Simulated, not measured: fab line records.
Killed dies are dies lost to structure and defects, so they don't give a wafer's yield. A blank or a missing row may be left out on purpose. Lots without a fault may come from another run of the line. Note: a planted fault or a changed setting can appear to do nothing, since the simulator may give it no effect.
Matching of chambers || flow n5 finfet || N5_BEOL_M0_PRE_CLEAN_131 on cvd co-01: 3 sister chambers
The step time 15 s. 22 wafers are shown with their chamber, then 11 later ones without.

WAFERS WITH THEIR CHAMBER
{"wafer": "L075.2", "chamber": 2, "heater power w (W)": 83}
{"wafer": "L075.3", "chamber": 2, "heater power w (W)": 81}
{"wafer": "L075.4", "chamber": 0, "heater power w (W)": 74}
{"wafer": "L076.1", "chamber": 0, "heater power w (W)": 73}
{"wafer": "L076.2", "chamber": 2, "heater power w (W)": 82}
{"wafer": "L076.4", "chamber": 0, "heater power w (W)": 75}
{"wafer": "L077.1", "chamber": 0, "heater power w (W)": 75}
{"wafer": "L077.2", "chamber": 2, "heater power w (W)": 82}
{"wafer": "L077.5", "chamber": 2, "heater power w (W)": 84}
{"wafer": "L079.3", "chamber": 2, "heater power w (W)": 82}
{"wafer": "L079.5", "chamber": 1, "heater power w (W)": 93}
{"wafer": "L079.6", "chamber": 0, "heater power w (W)": 75}
{"wafer": "L081.1", "chamber": 1, "heater power w (W)": 89}
{"wafer": "L081.3", "chamber": 2, "heater power w (W)": 82}
{"wafer": "L081.6", "chamber": 0, "heater power w (W)": 76}
{"wafer": "L083.1", "chamber": 1, "heater power w (W)": 89}
{"wafer": "L083.4", "chamber": 2, "heater power w (W)": 85}
{"wafer": "L083.6", "chamber": 0, "heater power w (W)": 75}
{"wafer": "L084.1", "chamber": 1, "heater power w (W)": 89}
{"wafer": "L084.2", "chamber": 2, "heater power w (W)": 83}
{"wafer": "L084.4", "chamber": 1, "heater power w (W)": 92}
{"wafer": "L085.2", "chamber": 1, "heater power w (W)": 91}

SIGNATURES, as means of the wafers listed above
{"reading": "heater power w", "chamber 0": 74.71, "chamber 1": 90.50, "chamber 2": 82.67, "scatter within a chamber": 1.32}
Rule: for a wafer and a chamber, the distance is found by dividing, reading by reading, the gap between the wafer's reading and the chamber's mean by the reading's scatter, squaring, summing and taking the root. If the next closest chamber is less than 2 further off than the closest, the wafer can't be placed; otherwise it belongs to the closest. The scatter: take each reading less its chamber's mean, square it, sum over the shown wafers, divide by the number of wafers less the number of chambers, and take the root.

WAFERS WITHOUT THEIR CHAMBER
{"wafer": "L085.3", "heater power w (W)": 83}
{"wafer": "L085.6", "heater power w (W)": 90}
{"wafer": "L088.2", "heater power w (W)": 90}
{"wafer": "L088.4", "heater power w (W)": 89}
{"wafer": "L088.5", "heater power w (W)": 83}
{"wafer": "L094.1", "heater power w (W)": 83}
{"wafer": "L094.4", "heater power w (W)": 91}
{"wafer": "L094.5", "heater power w (W)": 85}
{"wafer": "L097.4", "heater power w (W)": 74}
{"wafer": "L097.5", "heater power w (W)": 91}
{"wafer": "L097.6", "heater power w (W)": 85}

THE CHAMBER EACH PASSED THROUGH
{"wafer": "L085.3", "from the rows above": 2, "in truth": 2}
{"wafer": "L085.6", "from the rows above": 1, "in truth": 1}
{"wafer": "L088.2", "from the rows above": 1, "in truth": 1}
{"wafer": "L088.4", "from the rows above": 1, "in truth": 1}
{"wafer": "L088.5", "from the rows above": 2, "in truth": 2}
{"wafer": "L094.1", "from the rows above": 2, "in truth": 2}
{"wafer": "L094.4", "from the rows above": 1, "in truth": 1}
{"wafer": "L094.5", "from the rows above": 2, "in truth": 2}
{"wafer": "L097.4", "from the rows above": 0, "in truth": 0}
{"wafer": "L097.5", "from the rows above": 1, "in truth": 1}
{"wafer": "L097.6", "from the rows above": 2, "in truth": 2}
11 of 11 placed correctly. Not placeable from these rows: 0. Wrongly placed: 0.
